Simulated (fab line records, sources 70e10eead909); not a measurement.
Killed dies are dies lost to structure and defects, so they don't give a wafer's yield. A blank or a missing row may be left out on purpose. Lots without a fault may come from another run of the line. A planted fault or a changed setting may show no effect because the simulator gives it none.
A struck lot beside a sound one | flow nand_harc | 14 steps out of a route of 1302
Sound: wafers L742.4, L742.5, L742.6. Struck: wafers L761.2, L761.3, L761.5. The cause comes at the end.
At each step with rows: each side's tool, then ch and its chambers, then its first start. Under that, the readings that differ: sound wafers | struck wafers | difference of the means | sigmas: that difference in standard deviations of wafers without a fault.
alike: readings whose means differ by less than 2 such deviations, and words and numbers that are the same on both sides. not compared: withheld readings, readings that some wafer has no value for, bounds like >300 that may hide the same value, and numbers for which the record gives no deviation and whose values overlap.
The two part at a step that has a row with sigmas, a row that says differs or no value, or rows on one side only. Numbers that don't overlap but have no deviation are shown without sigmas and don't part them. A reading that every wafer of one side lacks parts them only if that side has two wafers or more.

first, 7 steps without rows for these wafers: NHARC_P_M2_COAT_34 (time 65 s); NHARC_P_M2_COAT_03 (resist thk 90 nm); NHARC_P_M2_SOFTBAKE_04 (time 55 s); NHARC_P_M2_EBR_05; NHARC_P_M2_EXPOSE_06 (exposes mask P M2, target cd 170 nm); NHARC_P_M2_PEB_07 (peb time 65 s); NHARC_P_M2_DEVELOP_08 (develop time 35 s).
NHARC_P_M2_CD_MEAS_09: target cd 170 nm.
  sound on cd_sem-03 ch 0, day 7 03:46; struck on cd_sem-01 ch 0, day 14 23:42
  alike: cd_nm
NHARC_P_M2_OVL_MEAS_10: pitch 340 nm.
  sound on overlay-02, day 7 03:51; struck on overlay-01, day 14 23:47
  alike: overlay_x_nm, overlay_y_nm
NHARC_P_M2_INSPECT_11:
  sound on defect_inspect-02, day 7 03:53; struck on defect_inspect-01, day 14 23:49
  alike: raw_defect_count
NHARC_P_M2_DESCUM_14: chemistry O2, time 3 s.
  sound on rie_diel-08 ch 0,1,3, day 7 03:58; struck on rie_diel-08 ch 1,2,3, day 14 23:53
  alike: drypump_motor_current_A, mfc_ar_sccm, oes_product_au, rf_vpp_V, showerhead_plenum_p_Torr, throttle_valve_pct
  not compared: rf_hours_counter_h
NHARC_P_M2_ETCH_35: etches the open film in N2/H2, target depth 40 nm, overetch 12 nm, time 43.94 s.
  sound on rie_diel-08 ch 0,1,3, day 7 04:03; struck on rie_diel-08 ch 0,2,3, day 14 23:58
  alike: bias_w, chamber_pressure_mTorr, drypump_motor_current_A, mfc_ar_sccm, oes_product_au, rf_vpp_V, showerhead_plenum_p_Torr, throttle_valve_pct
  not compared: rf_hours_counter_h
NHARC_P_M2_ETCH_15: etches the open film in C4F8/Ar, target depth 182.5 nm, time 91.2 s.
  sound on rie_diel-08 ch 1,2, day 7 04:08; struck on rie_diel-08 ch 0,1, day 15 00:03
  no value came back on the struck wafers for bias_w (W), chamber_pressure_mTorr (mTorr), oes_product_au (a.u.), rf_vpp_V (V); on the sound wafers bias_w (W) reads 300.5 299.7 300.5
  not compared: rf_hours_counter_h
NHARC_P_M2_CD_MEAS_16:
  sound on cd_sem-03, day 7 04:16; struck on cd_sem-01, day 15 00:11
  reading    | sound             | struck            | difference | sigmas
  cd_nm (nm) | 168.3 169.6 168.4 | 170.4 170.1 170.6 | +1.6       | +2

WHERE THEY PART
First at NHARC_P_M2_ETCH_15; last, within this record, at NHARC_P_M2_CD_MEAS_16.

WHY: what the simulator had put in
Skipped step whole: rie_diel-08, from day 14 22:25 on, at NHARC_P_M2_ETCH_15. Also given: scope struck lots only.
